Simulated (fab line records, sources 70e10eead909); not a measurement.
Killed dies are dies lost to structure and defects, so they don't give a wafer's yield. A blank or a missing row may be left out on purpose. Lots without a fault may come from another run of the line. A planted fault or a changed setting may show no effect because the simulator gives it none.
fab line records | flow nand_harc
record lots=12 wafers=36 last_day=33
route steps=1302 shown A_SLIT@923 A_WL_FILL@952 END@1302
lots that met no fault: from a run of the same line without faults
start_h: hours from the record's first day to the start of the lot's first wafer shown | wait_h: hours since the lot's step before | " the same as in the row above | L1.1+2: a row that stands for several wafers | - no value, or no start given | * or withheld: withheld | < > ~ a bound
route shown NAME@n: a module of which the file shows steps, and the number in the route of the first | usual: mean/standard deviation of fault-free wafers | same: alike in all rows | chamber/n: place in a boat | sites: the reading at each site | _std_site: their standard deviation | _edge_site: outer sites' mean less inner sites' | radius_mm: how far each site lies from the wafer's centre | mask NAME#n: copy n | behind: the tool/chamber that last shaped the wafer | hold: why the lot was held/for how many hours/how that ended | device: the transistor (n, p or np) that didn't switch | end of line: the same wafers' tests at the end of the route | a step without rows: its recipe alone | killed: dies lost to structure and defects at the first sort, not the wafer's yield | map: a wafer's dies, x killed, . not, _ none there
set.NAME: the setting as run; set.NAME@STEP: as run at that earlier step | model.NAME: the simulator's own value behind a step, which no gauge read
steps of the route over a sample of lots; a table a step, a row a wafer
services: from which hour (start_h, from the record's first day; less than 0 if before it) a tool's chamber was out of use, for how many hours, and why
## steps
# step NHARC_A_SLIT_DEP_00
# recipe target_thk_a=62000 temp_c=400 material=aC
# usual throttle_valve_pct=35.000/0.0091
# columns lot.wafer tool chamber start_h wait_h throttle_valve_pct
L409.1 acl_dep-02 0 458.53 - 35.003
L409.2 " 0 " " 35.007
L409.5 " 0 461.04 - 34.990
L408.3 acl_dep-03 0 463.67 - 35.005
L408.5 " 0 464.94 - 34.993
L408.6 " 0 " " 34.988
L412.1 acl_dep-03 0 470.07 - 35.001
L412.5 " 0 472.53 - 35.001
L412.6 " 0 " " 35.002
L411.2 acl_dep-01 0 472.45 - 34.992
L411.3 " 0 " " 34.995
L411.5 " 0 474.30 - 34.997
L414.2 acl_dep-02 0 505.03 - 34.997
L414.3 " 0 " " 35.011
L414.5 " 0 506.89 - 34.984
L415.2 acl_dep-01 0 506.61 - 34.992
L415.3 " 0 " " 34.988
L415.4 " 0 " " 34.993
L426.1 acl_dep-01 0 626.29 - 34.984
L426.2 " 0 " " 34.998
L426.4 " 0 628.15 - 35.003
L425.2 acl_dep-02 0 627.02 - 34.998
L425.4 " 0 628.25 - 35.001
L425.6 " 0 629.49 - 34.993
L428.1 acl_dep-01 0 646.34 - 35.005
L428.4 " 0 648.25 - 34.994
L428.5 " 0 " " 35.005
L429.2 acl_dep-02 0 646.99 - 35.000
L429.5 " 0 648.88 - 35.000
L429.6 " 0 " " 34.995
L427.1 acl_dep-02 0 651.02 - 35.002
L427.4 " 0 652.87 - 34.988
L427.6 " 0 654.11 - 34.990
L430.1 acl_dep-01 0 671.97 - 35.005
L430.3 " 0 673.22 - 34.989
L430.4 " 0 " " 34.987
# step NHARC_A_SLIT_ETCH_26
# recipe bias_v=400 source_w=2000 pressure_mtorr=25 time_s=90 ar_flow_sccm=375 c4f8_flow_sccm=41.7 o2_flow_sccm=83.3 target_depth_a=4000 chemistry=C4F8/O2/Ar
# usual chamber_pressure_mTorr=25.001/0.023 drypump_motor_current_A=5.4/0.43 showerhead_plenum_p_Torr=3.66/0.047 throttle_valve_pct=27.619/0.0095
# columns lot.wafer tool chamber start_h wait_h chamber_pressure_mTorr drypump_motor_current_A rf_hours_counter_h showerhead_plenum_p_Torr throttle_valve_pct
L409.1 har_etch-02 1 467.93 3.0 25.025 5.3 38 3.73 27.610
L409.2 " 0 " " 24.996 5.5 38 3.73 27.603
L409.5 " 0 " " 25.001 5.5 - 3.73 27.624
L408.3 har_etch-02 1 472.14 1.3 24.971 5.2 - 3.72 27.624
L408.5 " 0 " " 25.031 5.5 - 3.72 27.619
L408.6 " 1 " " 24.955 5.2 - 3.72 27.622
L412.1 har_etch-02 0 480.06 2.4 24.998 5.5 49 3.72 27.613
L412.6 " 1 " " 24.997 5.2 - 3.72 27.632
L412.5 " 0 " " 24.972 5.5 - 3.72 27.629
L411.2 har_etch-01 1 483.81 2.5 24.994 4.8 264 3.67 27.622
L411.3 " 0 " " 24.985 6.0 - 3.61 27.608
L411.5 " 0 " " 25.029 6.0 - 3.61 27.606
L414.2 har_etch-01 1 514.10 3.1 25.012 4.7 283 3.66 27.619
L414.3 " 0 " " 25.010 6.1 - 3.60 27.625
L414.5 " 0 " " 25.020 6.1 - 3.60 27.620
L415.2 har_etch-01 1 517.91 3.0 24.978 4.8 287 3.66 27.613
L415.3 " 1 " " 25.021 4.7 - 3.66 27.619
L415.4 " 0 " " 24.973 6.1 - 3.60 27.611
L426.1 har_etch-01 0 635.75 3.0 25.049 6.0 352 3.56 27.614
L426.2 " 1 " " 25.038 4.7 352 3.63 27.618
L426.4 " 0 " " 24.958 6.1 - 3.56 27.634
L425.2 har_etch-02 1 639.24 3.0 24.997 5.2 141 3.67 27.611
L425.4 " 0 " " 25.011 5.5 - 3.67 27.613
L425.6 " 1 " " 25.017 5.2 - 3.67 27.603
L429.2 har_etch-02 0 655.99 2.5 24.974 5.5 152 3.66 27.620
L429.5 " 1 " " 25.009 5.2 - 3.66 27.602
L429.6 " 0 " " 24.984 5.5 - 3.66 27.605
L428.1 har_etch-01 1 659.46 2.5 25.003 4.8 367 3.62 27.625
L428.4 " 1 " " 25.008 4.7 - 3.62 27.621
L428.5 " 1 " " 25.029 4.8 - 3.62 27.599
L427.1 har_etch-02 1 660.44 3.0 25.020 5.2 156 3.66 27.628
L427.4 " 0 " " 25.002 5.4 - 3.66 27.599
L427.6 " 0 " " 24.994 5.4 - 3.66 27.607
L430.1 har_etch-01 1 681.36 3.0 24.984 4.8 379 3.61 27.609
L430.3 " 1 " " 24.991 4.8 - 3.61 27.627
L430.4 " 0 " " 25.014 6.1 - 3.55 27.623
# step NHARC_A_WL_FILL_ALD_00
# recipe target_thk_a=30 pulse_time_s=3 ald_cycles=30 temp_c=300 material=Al2O3
# usual ald_cycles=30/0 heater_power_w=471/43 precursor_pulse_height_rel=1.001/0.019
# columns lot.wafer tool chamber start_h wait_h ald_cycles heater_power_w precursor_pulse_height_rel
L409.1 ald_hk-02 0 476.10 0.1 30 515 1.009
L409.2 " 1 " " 30 428 1.007
L409.5 " 2 " " 30 446 1.038
L408.3 ald_hk-04 2 481.41 0.1 30 477 1.008
L408.5 " 0 " " 30 492 1.039
L408.6 " 1 " " 30 483 1.003
L412.1 ald_hk-02 2 488.23 0.1 30 440 1.030
L412.6 " 2 " " 30 449 1.009
L412.5 " 3 " " 30 477 0.989
L411.2 ald_hk-04 3 492.95 0.1 30 479 0.977
L411.3 " 0 " " 30 498 0.989
L411.5 " 0 " " 30 501 0.999
L414.2 ald_hk-01 2 529.60 0.1 30 574 1.039
L414.3 " 0 " " 30 416 1.004
L414.5 " 1 " " 30 450 0.971
L415.2 ald_hk-01 0 529.76 0.3 43 422 0.999
L415.4 " 1 " " 30 462 1.009
L415.3 " 2 " " 30 582 0.977
L426.2 ald_hk-02 2 643.51 0.1 30 421 0.980
L426.4 " 3 " " 30 463 0.991
L426.1 " 0 " " 30 517 0.990
L425.4 ald_hk-04 1 649.28 0.1 30 491 0.992
L425.2 " 2 " " 30 469 1.014
L425.6 " 1 " " 30 498 1.012
L429.2 ald_hk-02 0 664.25 0.1 30 518 1.009
L429.5 " 1 " " 30 443 1.008
L429.6 " 2 " " 30 425 0.999
L428.4 ald_hk-04 1 667.61 0.1 30 490 0.999
L428.1 " 3 " " 30 477 1.025
L428.5 " 1 " " 30 489 0.972
L427.4 ald_hk-02 1 667.61 0.1 30 455 0.953
L427.1 " 3 " " 30 457 0.986
L427.6 " 2 " " 30 431 0.991
L430.4 ald_hk-02 2 689.95 0.1 30 415 0.990
L430.1 " 3 " " 30 457 1.044
L430.3 " 0 " " 30 503 1.020
# step NHARC_A_WL_FILL_ALD_02
# recipe target_thk_a=20 pulse_time_s=3 ald_cycles=100 temp_c=450 material=TiN
# usual ald_cycles=100/0 heater_power_w=1121/91 precursor_pulse_height_rel=0.999/0.02
# columns lot.wafer tool chamber start_h wait_h ald_cycles heater_power_w precursor_pulse_height_rel
L409.1 ald_metal-03 2 476.56 0.2 100 1065 0.975
L409.2 " 0 " " 100 1112 0.971
L409.5 " 2 " " 100 1116 1.007
L408.3 ald_metal-02 2 481.84 0.1 100 1233 0.974
L408.6 " 2 " " 100 1207 1.002
L408.5 " 3 " " 100 1110 0.994
L412.1 ald_metal-04 1 488.72 0.2 100 1140 0.997
L412.6 " 1 " " 100 1145 1.016
L412.5 " 2 " " 100 985 1.013
L411.2 ald_metal-03 2 493.43 0.2 100 1069 0.990
L411.3 " 1 " " 100 1136 1.017
L411.5 " 2 " " 100 1080 1.049
L414.3 ald_metal-03 2 530.05 0.1 100 1086 0.984
L414.2 " 1 " " 100 1161 1.016
L414.5 " 2 " " 100 1074 0.988
L415.2 ald_metal-04 3 530.21 0.2 100 1221 0.972
L415.3 " 1 " " 100 1167 0.938
L415.4 " 2 " " 100 984 1.015
L426.1 ald_metal-03 2 643.98 0.2 100 1082 1.005
L426.2 " 3 " " 100 1110 1.016
L426.4 " 0 " " 100 1048 1.006
L425.2 ald_metal-03 1 649.81 0.2 100 1209 0.965
L425.4 " 2 " " 100 1092 0.975
L425.6 " 1 " " 100 1219 0.992
L429.2 ald_metal-04 3 664.64 0.2 100 1220 0.989
L429.5 " 3 " " 100 1206 1.002
L429.6 " 0 " " 100 1225 0.977
L427.4 ald_metal-04 2 668.09 0.1 100 954 1.006
L427.1 " 1 " " 100 1127 0.991
L427.6 " 2 " " 100 929 0.983
L428.1 ald_metal-03 2 668.13 0.2 100 1103 1.007
L428.4 " 3 " " 100 1082 1.003
L428.5 " 1 " " 100 1260 1.011
L430.4 ald_metal-04 2 690.43 0.1 100 920 0.991
L430.3 " 3 " " 100 1213 1.029
L430.1 " 0 " " 100 1218 0.985
# step NHARC_END_SORT_01
# recipe temp_c=25
# usual killed_at_array=59/24 killed_at_other=0.7/1.2 killed_at_periphery=3.5/2.6 killed_dies=63/24 killed_open=3.2/2.1 killed_short=2.4/1.5
# same gross_dies=677
# columns lot.wafer tool chamber start_h wait_h killed_at_array killed_at_other killed_at_periphery killed_dies killed_open killed_short
L409.1 prober-02 0 570.48 2.5 59 3 15 77 7 5
L409.2 prober-02 0 571.29 2.8 54 2 8 64 2 3
L409.5 prober-02 0 573.71 3.7 53 0 11 64 3 1
L426.1 prober-01 0 745.22 2.5 93 2 5 100 6 1
L426.2 prober-01 0 746.03 2.8 100 0 1 101 6 6
L426.4 prober-01 0 747.63 3.4 92 0 1 93 2 0
L425.2 prober-01 0 767.38 2.8 30 1 5 36 8 1
L425.4 prober-01 0 768.97 3.4 43 0 2 45 1 2
L425.6 prober-01 0 770.57 4.0 41 1 3 45 4 2
L429.2 prober-01 0 775.17 2.8 15 0 4 19 0 2
L429.5 prober-01 0 777.61 3.7 18 0 1 19 3 0
L429.6 prober-01 0 778.42 4.1 23 0 2 25 3 2
L427.4 prober-02 0 784.63 3.4 44 3 6 53 5 3
L427.6 prober-02 0 786.22 4.0 48 6 3 57 0 4
L430.1 prober-01 0 790.12 2.6 68 0 1 69 3 0
L430.3 prober-01 0 791.70 3.1 68 1 3 72 2 2
L430.4 prober-01 0 792.50 3.4 74 2 6 82 1 1
# killed by level:class
L409.1 A_CHANNEL_HOLE_D1:chamber_film_flake=32 A_CHANNEL_HOLE_D2:chamber_film_flake=11 P_CONTACT:chamber_film_flake=6 P_GATE:chamber_film_flake=3 A_SGD_CUT:chamber_film_flake=3 A_WL_FILL:chamber_film_flake=3 P_ZERO_WELL:chamber_film_flake=2 P_STI:chamber_film_flake=2
L409.2 A_CHANNEL_HOLE_D1:chamber_film_flake=30 A_CHANNEL_HOLE_D2:chamber_film_flake=8 P_CONTACT:chamber_film_flake=4 A_CONTACT:chamber_film_flake=4 P_GATE:chamber_film_flake=3 A_STAIRCASE:chamber_film_flake=3 A_SOURCE_PLATE:geometric_particle:short=2 A_CONTACT:unspecified=2
L409.5 A_CHANNEL_HOLE_D1:chamber_film_flake=33 A_CHANNEL_HOLE_D2:chamber_film_flake=6 A_WL_FILL:chamber_film_flake=6 P_CONTACT:chamber_film_flake=5 P_GATE:chamber_film_flake=4 A_CHANNEL_FILL_D2:geometric_particle:open=2 A_CONTACT:unspecified=2 A_CHANNEL_FILL_D1:geometric_particle:short=1
L426.1 A_CHANNEL_HOLE_D1:chamber_film_flake=33 A_SLIT:chamber_film_flake=30 A_CHANNEL_HOLE_D2:chamber_film_flake=24 P_M0:geometric_particle:open=2 A_ZERO_WELL:chamber_film_flake=2 P_STI:geometric_particle:open=1 A_CHANNEL_FILL_D2:geometric_particle:open=1 A_WL_FILL:geometric_particle:short=1
L426.2 A_CHANNEL_HOLE_D1:chamber_film_flake=30 A_SLIT:chamber_film_flake=27 A_CHANNEL_HOLE_D2:chamber_film_flake=26 A_STAIRCASE:chamber_film_flake=3 A_CHANNEL_FILL_D2:geometric_particle:open=2 A_SGD_CUT:geometric_particle:short=2 A_ZERO_WELL:chamber_film_flake=2 P_M0:geometric_particle:short=1
L426.4 A_CHANNEL_HOLE_D1:chamber_film_flake=33 A_SLIT:chamber_film_flake=23 A_CHANNEL_HOLE_D2:chamber_film_flake=21 A_STAIRCASE:chamber_film_flake=7 A_DECK1_JOINT:chamber_film_flake=2 A_CONTACT:chamber_film_flake=2 A_CHANNEL_FILL_D1:geometric_particle:open=1 A_M0:geometric_particle:open=1
L425.2 A_SGD_CUT:chamber_film_flake=7 A_CHANNEL_HOLE_D1:chamber_film_flake=5 A_STAIRCASE:chamber_film_flake=5 P_GATE:chamber_film_flake=3 A_SLIT:chamber_film_flake=3 A_ONON_D2:geometric_particle:open=2 A_M0:geometric_particle:open=2 A_WL_FILL:chamber_film_flake=2
L425.4 A_CHANNEL_HOLE_D1:chamber_film_flake=14 A_SLIT:chamber_film_flake=9 A_STAIRCASE:chamber_film_flake=8 A_SGD_CUT:chamber_film_flake=3 A_CONTACT:chamber_film_flake=2 A_CHANNEL_HOLE_D1:geometric_particle:open=1 A_ONON_D2:geometric_particle:short=1 A_WL_FILL:geometric_particle:short=1
L425.6 A_CHANNEL_HOLE_D1:chamber_film_flake=11 A_STAIRCASE:chamber_film_flake=9 A_SLIT:chamber_film_flake=5 A_SGD_CUT:chamber_film_flake=3 A_WL_FILL:chamber_film_flake=3 A_CHANNEL_FILL_D1:chamber_film_flake=2 P_CONTACT:geometric_particle:short=1 A_ONON_D1:geometric_particle:open=1
L429.2 A_SLIT:chamber_film_flake=5 A_CHANNEL_HOLE_D1:unspecified=3 A_CONTACT:chamber_film_flake=3 P_CONTACT:geometric_particle:short=1 A_SGD_CUT:geometric_particle:short=1 P_STI:chamber_film_flake=1 P_CONTACT:chamber_film_flake=1 P_M1:chamber_film_flake=1
L429.5 A_SLIT:chamber_film_flake=3 A_CHANNEL_HOLE_D1:chamber_film_flake=2 A_STAIRCASE:chamber_film_flake=2 A_CONTACT:chamber_film_flake=2 A_M1:chamber_film_flake=2 A_SOURCE_PLATE:geometric_particle:open=1 A_ONON_D2:geometric_particle:open=1 A_CHANNEL_HOLE_D2:geometric_particle:open=1
L429.6 A_SLIT:chamber_film_flake=9 A_CONTACT:chamber_film_flake=3 P_STI:chamber_film_flake=2 A_ZERO_WELL:chamber_film_flake=2 A_CHANNEL_HOLE_D2:chamber_film_flake=2 A_M1:chamber_film_flake=2 A_CHANNEL_FILL_D1:geometric_particle:short=1 A_CHANNEL_FILL_D2:geometric_particle:open=1
L427.4 A_CHANNEL_HOLE_D1:chamber_film_flake=15 A_CONTACT:chamber_film_flake=9 A_STAIRCASE:chamber_film_flake=8 A_SLIT:chamber_film_flake=4 THIN_TSV:chamber_film_flake=3 P_GATE:geometric_particle:open=1 A_SOURCE_PLATE:geometric_particle:open=1 A_DECK1_JOINT:geometric_particle:short=1
L427.6 A_CHANNEL_HOLE_D1:chamber_film_flake=13 A_CONTACT:chamber_film_flake=11 A_SLIT:chamber_film_flake=8 A_STAIRCASE:chamber_film_flake=7 THIN_TSV:chamber_film_flake=6 P_ZERO_WELL:chamber_film_flake=3 A_CHANNEL_HOLE_D2:chamber_film_flake=3 A_BONDPAD:chamber_film_flake=2
L430.1 A_SLIT:chamber_film_flake=27 A_CHANNEL_HOLE_D1:chamber_film_flake=16 A_CHANNEL_HOLE_D2:chamber_film_flake=14 A_CONTACT:chamber_film_flake=3 A_DECK1_JOINT:chamber_film_flake=2 A_CHANNEL_FILL_D2:chamber_film_flake=2 A_DECK1_JOINT:geometric_particle:open=1 A_WL_FILL:geometric_particle:open=1
L430.3 A_SLIT:chamber_film_flake=27 A_CHANNEL_HOLE_D2:chamber_film_flake=24 A_CHANNEL_HOLE_D1:chamber_film_flake=11 A_CONTACT:chamber_film_flake=3 P_STI:chamber_film_flake=2 P_M0:geometric_particle:short=1 A_WL_FILL:geometric_particle:short=1 A_WL_FILL:geometric_particle:open=1
L430.4 A_SLIT:chamber_film_flake=37 A_CHANNEL_HOLE_D2:chamber_film_flake=23 A_CHANNEL_HOLE_D1:chamber_film_flake=8 P_STI:chamber_film_flake=4 A_CONTACT:chamber_film_flake=2 THIN_TSV:chamber_film_flake=2 P_M0:geometric_particle:short=1 A_WL_FILL:geometric_particle:open=1
## services
# columns tool chamber start_h hours kind
ald_hk-01 - 471.15 0.5 repair
ald_metal-04 - 474.00 10.0 pm
ald_hk-01 - 474.99 10.0 pm
acl_dep-03 - 480.56 13.0 pm
ald_metal-02 0 501.20 19.7 repair
ald_metal-02 - 507.34 2.4 repair
ald_metal-04 - 524.96 0.6 repair
ald_hk-02 - 528.30 10.0 pm
ald_hk-02 0 528.30 10.0 vent_cycle
ald_hk-02 1 528.30 10.0 vent_cycle
ald_hk-02 2 528.30 10.0 vent_cycle
ald_hk-02 3 528.30 10.0 vent_cycle
acl_dep-01 - 554.55 13.0 pm
ald_metal-03 - 568.00 10.0 pm
ald_hk-02 - 581.42 4.4 repair
ald_metal-04 - 601.97 28.9 repair
acl_dep-02 - 607.17 13.0 pm
ald_metal-02 - 610.00 10.0 pm
ald_hk-04 - 610.82 10.0 pm
ald_metal-02 2 643.37 17.2 repair
ald_metal-04 - 652.00 10.0 pm
ald_hk-04 - 661.08 0.4 repair
acl_dep-03 - 661.56 13.0 pm
ald_metal-02 3 670.95 2.7 repair
## key
first_sign step=NHARC_A_WL_FILL_ALD_00 reading=ald_cycles direction=up sigmas=99+ usual=30 struck=43
effect none on later readings
met_at NHARC_A_WL_FILL_ALD_00
struck_lots L415
struck_wafers L415.2
tester_left_out L415
not_acting_at NHARC_A_SLIT_DEP_00,NHARC_A_SLIT_ETCH_26,NHARC_A_WL_FILL_ALD_02
fault kind=process_parameter_drift tool=ald_hk-01 chamber=0 onset_h=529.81 steps=NHARC_A_WL_FILL_ALD_00 channel=ald_cycles offset=13 shape=step end_h=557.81 acts_in=these_recipes_only stated=30
# tester_left_out: of these lots the tester's yield and bins aren't shown, on N5 and GAA mostly nor the transistor test; their killed dies are dies lost to structure and defects alone, not to doping, threshold or leakage, so they don't give the yield
